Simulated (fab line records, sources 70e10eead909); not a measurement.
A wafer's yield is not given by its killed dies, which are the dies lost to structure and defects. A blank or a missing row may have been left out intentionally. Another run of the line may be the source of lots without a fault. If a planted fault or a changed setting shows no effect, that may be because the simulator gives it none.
Chamber matching	flow nand_harc	NHARC_A_CHANNEL_FILL_D1_ALD_25 on ald_hk-03: 4 sister chambers
The step deposits SiOx, target thk 60 nm, pulse time 10 s, ald cycles 600. 14 wafers are shown with their chamber, then 7 later ones without.

== WAFERS PAIRED WITH THEIR CHAMBERS ==
wafer	chamber	heater_power_w (W)	precursor_pulse_height_rel
L075.1	2	446	1.021
L075.3	1	507	0.994
L075.6	3	535	1.006
L076.2	2	446	1.005
L076.3	3	536	0.981
L076.5	2	430	0.988
L080.1	1	526	0.980
L080.4	3	540	1.015
L080.6	2	435	0.974
L084.1	0	460	0.985
L084.2	1	509	1.033
L084.3	3	542	0.960
L087.4	3	542	0.994
L087.5	1	518	1.005

SIGNATURES (means of the wafers above)
reading	chamber 0	chamber 1	chamber 2	chamber 3	scatter within a chamber
heater_power_w	460.00	515.00	439.25	539.00	6.85
precursor_pulse_height_rel	0.98500	1.00300	0.99700	0.99120	0.0215
Rule: for a wafer and a chamber, the distance is found by dividing, reading by reading, the gap between the wafer's reading and the chamber's mean by the reading's scatter, squaring, summing and taking the root. The wafer belongs to the nearest chamber; if the next one is less than 2 further off, it can't be placed. The scatter: the root of (the sum of the squares of (reading less its chamber's mean) over the shown wafers, divided by (wafers less chambers)).

== WAFERS WITHOUT THEIR CHAMBER ==
wafer	heater_power_w (W)	precursor_pulse_height_rel
L087.6	440	0.976
L089.4	538	0.971
L089.2	445	0.983
L089.6	538	0.999
L095.3	535	0.969
L095.4	510	0.987
L095.5	449	1.026

== CHAMBER TAKEN BY EACH ==
wafer	from the rows above	in truth
L087.6	can't be placed: 2 or 0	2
L089.4	3	3
L089.2	can't be placed: 2 or 0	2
L089.6	3	3
L095.3	3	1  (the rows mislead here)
L095.4	1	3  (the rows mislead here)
L095.5	can't be placed: 2 or 0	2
Correctly placed: 2 of 7. From these rows, 3 cannot be placed; in 3 the true chamber is one of the candidates. 2 placed wrongly.
